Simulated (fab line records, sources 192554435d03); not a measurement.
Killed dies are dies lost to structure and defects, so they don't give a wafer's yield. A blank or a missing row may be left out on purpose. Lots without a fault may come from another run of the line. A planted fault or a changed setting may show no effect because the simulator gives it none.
Split-lot experiment | flow n5_finfet | 7 lots, 39 wafers read, on a route of 1938 steps

THE SPLIT
At N5_SD_EPI_N_DESCUM_14 (chemistry O2, time 7.9 s), the setting time_s was moved away from the recipe's 7.9 s on 18 of the 39 wafers read, by -56.3% to +54.4%. The other wafers ran this setting at the recipe's value.

The file shows no step between the split and the reading.

THE READING
CAR-ArF-block_of_SD_EPI_N_COAT_03.thk_nm (the simulator's own value, which no gauge read), in nm, at N5_SD_EPI_N_ETCH_34 (etches SiARC in CF4, target depth 45.5 nm, time 75.8 s). The file gives no usual value for it. The 21 wafers here that ran the recipe average 111.3 nm, standard deviation 0.34 nm.

wafer  | tool, chamber at the split | time_s as run, s | against the recipe | CAR-ArF-block_of_SD_EPI_N_COAT_03.thk_nm, nm | against lot-mates on the recipe
L074.1 | rie_diel-02, 0             | 7.9              | recipe             | 111.6                                        | -
L074.2 | rie_diel-02, 1             | 6.441            | -18.5%             | 112.6                                        | +1.3
L074.3 | rie_diel-02, 3             | 7.9              | recipe             | 111.2                                        | -
L074.4 | rie_diel-02, 3             | 7.9              | recipe             | 111                                          | -
L074.5 | rie_diel-02, 1             | 6.441            | -18.5%             | 112.4                                        | +1.1
L074.6 | rie_diel-02, 0             | 6.441            | -18.5%             | 112.2                                        | +0.9
L075.1 | rie_diel-02, 1             | 7.9              | recipe             | 111.6                                        | -
L075.2 | rie_diel-02, 3             | 4.093            | -48.2%             | 113                                          | +1.7
L075.3 | rie_diel-02, 0,1           | 7.9              | recipe             | 111.2                                        | -
L075.5 | rie_diel-02, 0,1           | 7.9              | recipe             | 111.2                                        | -
L075.4 | rie_diel-02, 0             | 4.093            | -48.2%             | 113.6                                        | +2.3
L075.6 | rie_diel-02, 3             | 4.093            | -48.2%             | 113.6                                        | +2.3
L083.1 | rie_diel-01, 0             | 7.9              | recipe             | 111.4                                        | -
L083.2 | rie_diel-01, 1             | 12.2             | +54.4%             | 109.2                                        | -2.5
L083.3 | rie_diel-01, 2             | 7.9              | recipe             | 111.8                                        | -
L083.6 | rie_diel-01, 2             | 7.9              | recipe             | 111.8                                        | -
L083.4 | rie_diel-01, 3             | 12.2             | +54.4%             | 108.8                                        | -2.9
L083.5 | rie_diel-01, 0             | 12.2             | +54.4%             | 109                                          | -2.7
L084.2 | rie_diel-01, 0             | 7.9              | recipe             | 111.2                                        | -
L084.3 | rie_diel-01, 3             | 7.9              | recipe             | 111.2                                        | -
L084.6 | rie_diel-01, 0             | 7.9              | recipe             | 111.4                                        | -
L087.1 | rie_diel-01, 2             | 7.9              | recipe             | 111.6                                        | -
L087.5 | rie_diel-01, 0             | 7.9              | recipe             | 111.6                                        | -
L087.2 | rie_diel-01, 0,2           | 9.298            | +17.7%             | 110.6                                        | -1.1
L087.3 | rie_diel-01, 0,2           | 9.298            | +17.7%             | 110.6                                        | -1.1
L087.4 | rie_diel-01, 0             | 7.9              | recipe             | 111.8                                        | -
L087.6 | rie_diel-01, 2             | 9.298            | +17.7%             | 111                                          | -0.7
L096.1 | rie_diel-01, 0,3,3         | 5.142            | -34.9%             | 113                                          | +2.2
L096.2 | rie_diel-01, 2             | 7.9              | recipe             | 111                                          | -
L096.3 | rie_diel-01, 0,3,3         | 5.142            | -34.9%             | 112.8                                        | +2.0
L096.6 | rie_diel-01, 0,3,3         | 5.142            | -34.9%             | 112.8                                        | +2.0
L096.4 | rie_diel-01, 0             | 7.9              | recipe             | 110.8                                        | -
L096.5 | rie_diel-01, 2             | 7.9              | recipe             | 110.6                                        | -
L097.1 | rie_diel-01, 3             | 7.9              | recipe             | 110.8                                        | -
L097.2 | rie_diel-01, 0,1           | 3.455            | -56.3%             | 113.6                                        | +2.5
L097.3 | rie_diel-01, 2,3           | 7.9              | recipe             | 111.2                                        | -
L097.5 | rie_diel-01, 2,3           | 7.9              | recipe             | 111.2                                        | -
L097.4 | rie_diel-01, 0,1           | 3.455            | -56.3%             | 113.8                                        | +2.7
L097.6 | rie_diel-01, 2             | 3.455            | -56.3%             | 113.8                                        | +2.7
Where a row lists several chambers, the file gives one row for several wafers and doesn't say which wafer went through which chamber.

THE FIT
A straight line over all 39 wafers: CAR-ArF-block_of_SD_EPI_N_COAT_03.thk_nm changes by -0.043 nm for each +1% of time_s; r = -0.97; the points scatter about the line by 0.3 nm.
The same after taking each lot's own level away (the mean of its wafers on the recipe; 39 wafers): -0.0488 nm for each +1%; r = -0.99; scatter 0.23 nm.
On that fit, the largest move of time_s shifts the reading by 2.7 nm.
The lots' own levels span 110.80 to 111.67 nm, that is 2.6 times the standard deviation above.
So the lot-to-lot level changes the slope: the two fits differ.
Check: with one of the wafers moved furthest among these (-56.3%) left out of the fit, the line predicts +2.78 nm for it against its lot-mates. It came out at +2.53 nm against them.

OTHER SPLITS ON THESE WAFERS
These wafers also went through other splits before the reading. Each is held against what the fit with the lots' levels taken away leaves over:
other split on the same wafers | wafers away from the commonest value | r with CAR-ArF-block_of_SD_EPI_N_COAT_03.thk_nm (lot level and that fit taken away)
N5_FIN_SAQP_HM_DEP_03 time_s   | 12                                   | +0.11

THE WHOLE CHAIN: every reading that the file lists as answering this split, in the file's order
step                  | what it does                                           | reading                                                                                   | change (the file's fit)                | r (the file's)
N5_SD_EPI_N_DESCUM_14 | chemistry O2, time 7.9 s                               | CAR-ArF-block_of_SD_EPI_N_COAT_03.thk_nm (the simulator's own value, which no gauge read) | -0.0478 nm for each +1% of the setting | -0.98
N5_SD_EPI_N_ETCH_34   | etches SiARC in CF4, target depth 45.5 nm, time 75.8 s | CAR-ArF-block_of_SD_EPI_N_COAT_03.thk_nm (the simulator's own value, which no gauge read) | -0.0489 nm for each +1% of the setting | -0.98

THE FILE'S OWN FIT
CAR-ArF-block_of_SD_EPI_N_COAT_03.thk_nm changes by -0.0489 nm for each +1% of time_s, r = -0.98.
